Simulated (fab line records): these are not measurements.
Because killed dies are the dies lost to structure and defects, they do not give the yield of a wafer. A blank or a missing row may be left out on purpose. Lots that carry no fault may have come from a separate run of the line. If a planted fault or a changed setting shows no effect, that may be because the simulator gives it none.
fab line records ; flow nandHarc
record lots=5; wafers=15; lastDay=32
route steps=1302 shown P_CONTACT@217 END@1302
lots untouched by any fault: they come from a run of this same line in which no faults occurred
startH: hours from the record's first day to the start of the lot's first wafer shown ; waitH: hours since the lot's step before ; " same as the row above ; L1.1+2: several wafers, shown together as one row ; - either no value or no given start ; * or withheld: withheld ; < > ~ a bound
route shown NAME@n: a module of which the file shows steps, and the number in the route of the first ; usual: the fault-free wafers' mean and standard deviation ; same: alike in all rows ; chamber/n: place in a boat ; sites: the reading at each site ; _std_site: the standard deviation of these ; _edge_site: inner sites' mean taken away from outer sites' mean ; radiusMm: for every site, how far away it sits from the centre of the wafer ; mask NAME#n: copy n ; behind: tool/chamber where the wafer was last shaped ; hold: the reason the lot was held/the length of the hold in hours/how it ended ; device: whichever transistor did not switch (one of n, p or np) ; end of line: the same wafers' tests at the end of the route ; a step without rows: its recipe alone ; killed: dies lost to structure and defects at the first sort, not the wafer's yield ; map: dies across one wafer; x = killed, . = not, _ = none there
set.NAME: the setting as run; set.NAME@STEP: as run at that earlier step ; model.NAME: the simulator's own value behind a step, which no gauge read
lots seen at some steps along the route; tables by step, rows by wafer
services: when a tool's chamber went out of use (startH, in hours from the record's first day, below 0 if earlier), for how many hours, and the reason
## steps
# step NHARC_P_CONTACT_DEP_30
# recipe targetThkA=300; tempC=400; targetThkNm=30; flowSccm=200; rfW=450; material=SiNx
# usual heaterPowerW=738/75; susceptorTempC=399.98/0.23
lot.wafer;tool;chamber;startH;waitH;heaterPowerW;susceptorTempC
L994.3;pecvd-03;0;163.58;0.1;755;399.85
L994.1;pecvd-03;2;163.58;0.1;784;399.53
L994.6;pecvd-03;1;163.58;0.1;762;400.03
L998.2;pecvd-03;2;206.02;0.1;790;400.34
L998.1;pecvd-03;0;206.02;0.1;738;399.85
L998.5;pecvd-03;1;206.02;0.1;724;400.29
L107.3;pecvd-01;0;294.55;0.1;744;400.25
L107.1;pecvd-01;2;294.55;0.1;815;399.82
L107.5;pecvd-01;1;294.55;0.1;648;399.90
L108.3;pecvd-03;1;305.64;0.1;643;399.66
L108.6;pecvd-03;1;305.64;0.1;674;400.06
L108.4;pecvd-03;2;305.64;0.1;784;400.05
L110.3;pecvd-03;1;324.70;0.1;705;400.27
L110.5;pecvd-03;1;324.70;0.1;703;400.10
L110.4;pecvd-03;2;324.70;0.1;757;400.01
# step NHARC_P_CONTACT_DEP_00
# recipe targetThkA=5000; tempC=400; pressureTorr=6.5; rfW=900; teosFlowSccm=161.4; flowSccm=2650; targetThkNm=500; gas=O2; material=SiO2
# usual heaterPowerW=579/81; susceptorTempC=400.01/0.23; throttleValvePct=16.4/0.42
lot.wafer;tool;chamber;startH;waitH;heaterPowerW;susceptorTempC;throttleValvePct
L994.3;pecvd-03;0;-;-;621;399.90;16.6
L994.1;pecvd-03;2;-;-;612;399.92;16.5
L994.6;pecvd-03;1;-;-;585;399.74;16.9
L998.2;pecvd-03;2;-;-;648;399.92;15.8
L998.1;pecvd-03;0;-;-;549;399.81;16.1
L998.5;pecvd-03;1;-;-;425;399.73;16.4
L107.3;pecvd-01;0;-;-;434;400.37;15.9
L107.1;pecvd-01;2;-;-;603;399.96;17.0
L107.5;pecvd-01;1;-;-;584;399.39;16.0
L108.3;pecvd-03;1;-;-;557;400.26;16.8
L108.6;pecvd-03;1;-;-;586;400.14;16.8
L108.4;pecvd-03;2;-;-;657;399.88;16.2
L110.3;pecvd-03;1;-;-;474;399.95;16.7
L110.5;pecvd-03;1;-;-;515;399.92;16.6
L110.4;pecvd-03;2;-;-;653;399.84;16.4
# step NHARC_P_CONTACT_CMP_01
# recipe targetThkNm=200; material=SiO2
# usual edgeZonePressureFrac=1.000/0.0052; motorCurrentA=11.5/1.1
lot.wafer;tool;chamber;startH;waitH;edgeZonePressureFrac;motorCurrentA
L994.1;cmp-04;2;164.34;-;0.995;13.7
L994.3;cmp-04;3;164.34;-;1.002;11.4
L994.6;cmp-04;0;164.34;-;1.001;12.4
L998.1;cmp-01;1;206.69;-;1.003;10.1
L998.2;cmp-01;3;206.69;-;0.997;11.2
L998.5;cmp-01;1;206.69;-;0.997;10.1
L107.1;cmp-04;3;295.26;-;1.001;11.0
L107.3;cmp-04;2;295.26;-;1.009;15.0
L107.5;cmp-04;3;295.26;-;0.999;11.2
L108.3;cmp-04;3;306.31;-;1.004;11.4
L108.4;cmp-04;0;306.31;-;0.994;12.4
L108.6;cmp-04;0;306.31;-;1.003;12.5
L110.3;cmp-04;3;325.42;-;1.004;11.3
L110.4;cmp-04;0;325.42;-;1.008;13.1
L110.5;cmp-04;2;325.42;-;1.003;14.9
# step NHARC_P_CONTACT_SRD_03
# step NHARC_P_CONTACT_DEHYDRATE_04
# recipe tempC=150; timeS=120
# step NHARC_P_CONTACT_HMDS_05
# recipe timeS=30
# step NHARC_P_CONTACT_COAT_33
# recipe tempC=260; timeS=75
# step NHARC_P_CONTACT_COAT_34
# recipe tempC=225; timeS=65
# step NHARC_P_CONTACT_COAT_06
# recipe spinRpm=1500; resistThkNm=90
# step NHARC_P_CONTACT_SOFTBAKE_07
# recipe tempC=105; timeS=55
# step NHARC_P_CONTACT_EBR_08
# step NHARC_P_CONTACT_EXPOSE_09
# recipe na=1.35; targetCdNm=90; doseMj=81.26; maskId=P_CA
lot.wafer;tool;chamber;startH;waitH;mask
L994.1+3+6;arfiScanner-01;0;164.86;-;P_CA#0
L998.1+2+5;arfiScanner-02;0;207.38;-;P_CA_R1#0
L107.1+3+5;arfiScanner-01;0;295.95;-;P_CA#0
L108.3+4+6;arfiScanner-02;0;307.01;-;P_CA#0
L110.3+4+5;arfiScanner-03;0;326.06;-;P_CA#0
# step NHARC_P_CONTACT_PEB_10
# recipe pebTempC=100; pebTimeS=65
# step NHARC_P_CONTACT_DEVELOP_11
# recipe developTimeS=35; devTempC=23
# step NHARC_P_CONTACT_CD_MEAS_12
# recipe targetCdNm=90; landingEnergyEv=500
# usual cdNm=89.3/0.74
lot.wafer;tool;chamber;startH;waitH;cdNm
L994.1;cdSem-02;0;165.00;-;89.4
L994.3;cdSem-02;0;165.00;-;90.3
L994.6;cdSem-02;0;165.00;-;90.5
L998.1;cdSem-03;0;207.52;-;92.4
L998.2;cdSem-03;0;207.52;-;91.1
L998.5;cdSem-03;0;207.52;-;91.0
L107.1;cdSem-03;0;296.09;-;88.6
L107.3;cdSem-03;0;296.09;-;88.8
L107.5;cdSem-03;0;296.09;-;90.1
L108.3;cdSem-01;0;307.15;-;89.4
L108.4;cdSem-01;0;307.15;-;89.4
L108.6;cdSem-01;0;307.15;-;88.1
L110.3;cdSem-03;0;326.20;-;88.6
L110.4;cdSem-03;0;326.20;-;89.2
L110.5;cdSem-03;0;326.20;-;88.8
# step NHARC_P_CONTACT_OVL_MEAS_13
# usual overlayXNm=0.1/0.96; overlayYNm=0.1/0.75
lot.wafer;tool;chamber;startH;waitH;overlayXNm;overlayYNm
L994.1;overlay-01;-;165.09;-;-0.4;0.1
L994.3;overlay-01;-;165.09;-;-0.5;0.5
L994.6;overlay-01;-;165.09;-;0.0;-0.1
L998.1;overlay-02;-;207.60;-;0.6;0.7
L998.2;overlay-02;-;207.60;-;0.1;0.5
L998.5;overlay-02;-;207.60;-;0.6;0.5
L107.1;overlay-02;-;296.18;-;0.0;0.0
L107.3;overlay-02;-;296.18;-;0.4;0.1
L107.5;overlay-02;-;296.18;-;1.0;0.4
L108.3;overlay-01;-;307.24;-;1.0;-1.0
L108.4;overlay-01;-;307.24;-;-0.1;0.0
L108.6;overlay-01;-;307.24;-;0.2;-1.0
L110.3;overlay-02;-;326.28;-;0.1;1.2
L110.4;overlay-02;-;326.28;-;0.7;1.4
L110.5;overlay-02;-;326.28;-;0.4;0.9
# step NHARC_P_CONTACT_INSPECT_14
# usual rawDefectCount=4.4/2.6
lot.wafer;tool;chamber;startH;waitH;rawDefectCount
L994.1;defectInspect-02;-;165.12;0.0;10
L994.3;defectInspect-02;-;165.12;0.0;5
L994.6;defectInspect-02;-;165.12;0.0;7
L998.1;defectInspect-01;-;207.64;0.0;1
L998.2;defectInspect-01;-;207.64;0.0;3
L998.5;defectInspect-01;-;207.64;0.0;2
L107.1;defectInspect-01;-;296.21;0.0;7
L107.3;defectInspect-01;-;296.21;0.0;3
L107.5;defectInspect-01;-;296.21;0.0;7
L108.3;defectInspect-01;-;307.28;0.0;7
L108.4;defectInspect-01;-;307.28;0.0;2
L108.6;defectInspect-01;-;307.28;0.0;5
L110.3;defectInspect-01;-;326.32;0.0;4
L110.4;defectInspect-01;-;326.32;0.0;2
L110.5;defectInspect-01;-;326.32;0.0;3
# step NHARC_P_CONTACT_DESCUM_17
# recipe timeS=3; o2FlowSccm=200; arFlowSccm=0; biasPowerW=0; chemistry=O2
# usual drypumpMotorCurrentA=5.7/0.42; oesProductAu=1.003/0.013; rfVppV=58.0/0.9; showerheadPlenumPTorr=1.96/0.08; throttleValvePct=11.311/0.0097
lot.wafer;tool;chamber;startH;waitH;drypumpMotorCurrentA;oesProductAu;rfHoursCounterH;rfVppV;showerheadPlenumPTorr;throttleValvePct;model.P_CONTACT.cdNm
L994.3;rieDiel-02;1;165.18;0.1;5.8;1.008;3.0;57.3;1.83;11.294;90.95
L994.1;rieDiel-02;2;165.18;0.1;5.9;0.985;3.1;58.7;1.83;11.301;90.2
L994.6;rieDiel-02;2;165.18;0.1;6.0;0.984;-;58.5;1.84;11.311;90.89
L998.2;rieDiel-12;1;207.70;0.1;5.7;1.005;3.6;58.0;2.04;11.306;91.82
L998.1;rieDiel-12;2;207.70;0.1;5.0;1.013;3.8;57.5;1.99;11.319;91.66
L998.5;rieDiel-12;1;207.70;0.1;5.7;1.021;-;58.2;2.04;11.305;91.97
L107.1;rieDiel-02;3;296.28;0.1;6.1;0.995;2.2;57.9;2.03;11.309;88.48
L107.3;rieDiel-02;1;296.28;0.1;5.8;1.017;2.0;56.4;1.83;11.309;88.3
L107.5;rieDiel-02;2;296.28;0.1;6.0;1.007;-;57.2;1.83;11.318;91.06
L108.4;rieDiel-09;2;307.34;0.1;6.3;1.014;6.9;57.7;1.83;11.300;90.05
L108.3;rieDiel-09;3;307.34;0.1;5.8;1.018;6.1;58.8;2.01;11.304;88.31
L108.6;rieDiel-09;2;307.34;0.1;6.3;0.999;-;58.7;1.83;11.306;89.36
L110.4;rieDiel-02;0;326.40;0.1;6.0;0.979;3.4;57.0;1.99;11.298;89.1
L110.3;rieDiel-02;1;326.40;0.1;5.8;1.014;3.2;58.0;1.83;11.320;88.39
L110.5;rieDiel-02;2;326.40;0.1;5.9;0.999;-;56.7;1.83;11.287;89.31
# step NHARC_P_CONTACT_ETCH_35
# recipe targetDepthA=390; overEtchFrac=0.3; timeS=65; ionEnergyEv=80; cf4FlowSccm=150; arFlowSccm=0; rfW=300; biasW=100; chemistry=CF4
# usual biasW=99.99/0.29; drypumpMotorCurrentA=5.7/0.4; oesProductAu=1.002/0.013; rfVppV=151.7/1.2; showerheadPlenumPTorr=1.81/0.068; throttleValvePct=13.284/0.0088
lot.wafer;tool;chamber;startH;waitH;biasW;drypumpMotorCurrentA;oesProductAu;rfHoursCounterH;rfVppV;showerheadPlenumPTorr;throttleValvePct;model.P_CONTACT.cdNm
L994.3;rieDiel-02;0;165.28;0.1;100.13;6.0;0.999;3.3;151.1;1.84;13.277;90.46
L994.1;rieDiel-02;1;165.28;0.1;100.30;5.8;1.021;3.1;150.7;1.70;13.274;90.62
L994.6;rieDiel-02;0;165.28;0.1;100.45;6.0;1.011;-;152.1;1.84;13.299;90.38
L998.1;rieDiel-12;3;207.79;0.1;99.98;5.7;0.987;3.9;152.6;1.84;13.270;91.69
L998.2;rieDiel-12;1;207.79;0.1;99.90;5.7;1.018;3.6;153.1;1.88;13.270;91.21
L998.5;rieDiel-12;3;207.79;0.1;99.70;5.7;0.993;-;151.4;1.84;13.292;91.9
L107.3;rieDiel-02;0;296.37;0.1;100.16;6.0;0.985;2.0;151.7;1.84;13.275;88.08
L107.1;rieDiel-02;2;296.37;0.1;100.24;5.9;0.998;2.3;151.2;1.70;13.284;88.45
L107.5;rieDiel-02;3;296.37;0.1;99.52;6.1;0.986;-;153.4;1.87;13.274;90.4
L108.3;rieDiel-09;1;307.42;0.1;99.83;6.1;1.000;6.8;150.8;1.75;13.287;88.39
L108.4;rieDiel-09;2;307.42;0.1;99.88;6.3;1.004;6.9;149.5;1.70;13.270;90.19
L108.6;rieDiel-09;1;307.42;0.1;100.12;6.1;0.999;-;149.7;1.75;13.280;89.66
L110.4;rieDiel-02;2;326.47;0.1;99.99;5.9;1.001;3.4;149.5;1.70;13.287;89.42
L110.3;rieDiel-02;0;326.47;0.1;100.23;6.0;0.974;3.4;152.7;1.84;13.264;88.32
L110.5;rieDiel-02;1;326.47;0.1;100.60;5.8;1.018;-;151.2;1.70;13.274;89.67
# step NHARC_P_CONTACT_ETCH_36
# recipe targetDepthA=2600; overEtchFrac=0.25; timeS=406.25; ionEnergyEv=200; n2FlowSccm=150; h2FlowSccm=150; arFlowSccm=0; rfW=400; biasW=150; chemistry=N2/H2
# usual biasW=150.0/0.43; drypumpMotorCurrentA=5.7/0.4; oesProductAu=1.002/0.012; rfVppV=431.9/2.5; showerheadPlenumPTorr=2.09/0.087; throttleValvePct=14.172/0.0095
lot.wafer;tool;chamber;startH;waitH;biasW;drypumpMotorCurrentA;oesProductAu;rfHoursCounterH;rfVppV;showerheadPlenumPTorr;throttleValvePct
L994.3;rieDiel-02;2;-;-;150.0;5.9;0.992;3.2;427.2;1.95;14.169
L994.1;rieDiel-02;3;-;-;150.1;6.1;0.995;2.9;434.3;2.17;14.177
L994.6;rieDiel-02;1;-;-;150.2;5.8;1.007;-;426.7;1.95;14.164
L998.1;rieDiel-12;0;-;-;149.7;5.3;0.998;3.5;432.8;2.12;14.184
L998.2;rieDiel-12;2;-;-;149.9;5.0;1.015;3.8;434.0;2.12;14.176
L998.5;rieDiel-12;0;-;-;149.6;5.3;0.992;-;433.4;2.12;14.161
L107.1;rieDiel-02;1;-;-;149.3;5.8;1.007;2.1;428.7;1.95;14.183
L107.3;rieDiel-02;2;-;-;150.2;6.0;1.009;2.4;428.2;1.95;14.173
L107.5;rieDiel-02;0;-;-;149.8;6.0;0.995;-;433.3;2.13;14.185
L108.4;rieDiel-09;0;-;-;149.1;5.0;1.016;6.3;427.8;1.96;14.174
L108.3;rieDiel-09;1;-;-;150.0;6.1;0.998;6.9;430.6;2.02;14.172
L108.6;rieDiel-09;0;-;-;149.2;5.0;1.012;-;427.6;1.96;14.174
L110.4;rieDiel-02;1;-;-;150.7;5.8;1.018;3.3;428.0;1.95;14.164
L110.3;rieDiel-02;3;-;-;149.7;6.1;1.008;3.7;432.3;2.17;14.173
L110.5;rieDiel-02;1;-;-;150.4;5.8;1.024;-;429.2;1.95;14.166
# step NHARC_END_SORT_01
# recipe tempC=25
# usual killedAtArray=56/19; killedAtOther=0.6/1; killedAtPeriphery=3.9/2.7; killedDies=61/19; killedOpen=3.3/1.9; killedShort=2.4/1.7
# same grossDies=677
lot.wafer;tool;chamber;startH;waitH;killedAtArray;killedAtOther;killedAtPeriphery;killedDies;killedOpen;killedShort
L998.1;prober-01;0;653.02;2.5;36;0;1;37;1;4
L998.2;prober-01;0;653.83;2.8;28;1;4;33;6;1
L998.5;prober-01;0;656.26;3.7;24;0;5;29;5;2
# killed by level:class
L998.1 A_CHANNEL_HOLE_D2:chamberFilmFlake=17 A_CHANNEL_HOLE_D1:chamberFilmFlake=5 A_SLIT:chamberFilmFlake=4 A_CHANNEL_FILL_D2:geometricParticle:short=3 A_CHANNEL_FILL_D2:chamberFilmFlake=3 P_GATE:geometricParticle:open=1 A_WL_FILL:geometricParticle:short=1 A_DECK1_JOINT:chamberFilmFlake=1
L998.2 A_CHANNEL_HOLE_D2:chamberFilmFlake=12 A_CHANNEL_FILL_D2:chamberFilmFlake=4 A_CHANNEL_HOLE_D1:chamberFilmFlake=3 A_SLIT:chamberFilmFlake=3 A_WL_FILL:geometricParticle:open=2 P_GATE:geometricParticle:open=1 P_CONTACT:geometricParticle:open=1 P_M0:geometricParticle:open=1
L998.5 A_CHANNEL_HOLE_D2:chamberFilmFlake=11 A_CHANNEL_HOLE_D1:chamberFilmFlake=3 A_DECK1_JOINT:chamberFilmFlake=3 A_CHANNEL_FILL_D2:chamberFilmFlake=3 P_CONTACT:geometricParticle:open=2 A_M0:geometricParticle:open=2 P_M0:geometricParticle:open=1 P_M0:geometricParticle:short=1
## services
tool;chamber;startH;hours;kind
arfiScanner-02;-;140.00;4.0;pm
rieDiel-09;-;143.10;9.0;pm
cmp-04;-;145.60;3.5;repair
pecvd-01;-;152.84;1.4;repair
rieDiel-12;0;160.49;7.1;repair
rieDiel-12;3;164.04;5.3;repair
rieDiel-02;1;169.37;6.1;repair
pecvd-03;-;185.16;13.0;pm
rieDiel-12;2;191.35;4.6;repair
rieDiel-12;1;191.55;3.9;repair
rieDiel-09;3;208.63;14.7;repair
cmp-04;-;209.78;4.0;pm
rieDiel-02;-;220.04;9.0;pm
pecvd-03;2;220.22;5.7;repair
rieDiel-09;0;240.13;6.7;repair
arfiScanner-01;-;252.00;4.0;pm
rieDiel-12;-;268.40;9.0;pm
cmp-04;-;268.79;8.4;repair
rieDiel-09;3;289.91;5.8;repair
cmp-04;-;307.78;4.0;pm
rieDiel-09;0;309.76;4.6;repair
cmp-04;-;313.11;0.6;repair
cmp-04;-;316.12;3.4;repair
rieDiel-09;-;320.11;9.0;pm
## key
firstSign step=NHARC_P_CONTACT_EXPOSE_09; reading=mask; direction=changed
effect step=NHARC_P_CONTACT_CD_MEAS_12; reading=cdNm; direction=up; sigmas=3; usual=89.3; struck=91.5
modelEffect step=NHARC_P_CONTACT_DESCUM_17; value=P_CONTACT.cdNm; without=89.52; struck=91.82
modelEffect step=NHARC_P_CONTACT_ETCH_35; value=P_CONTACT.cdNm; without=89.3; struck=91.6
metAt NHARC_P_CONTACT_EXPOSE_09
struckWafers L998.1,L998.2,L998.5
testerLeftOut L998
fault kind=wrongMask; tool=any; chamber=-; onsetH=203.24; steps=NHARC_P_CONTACT_EXPOSE_09; auxCopy=P_CA_R1#0; cdOffsetNm=2.3; scope=struckLotsOnly
# testerLeftOut: of these lots the tester's yield and bins aren't shown, on N5 and GAA mostly nor the transistor test; their killed dies are dies lost to structure and defects alone, not to doping, threshold or leakage, so they don't give the yield
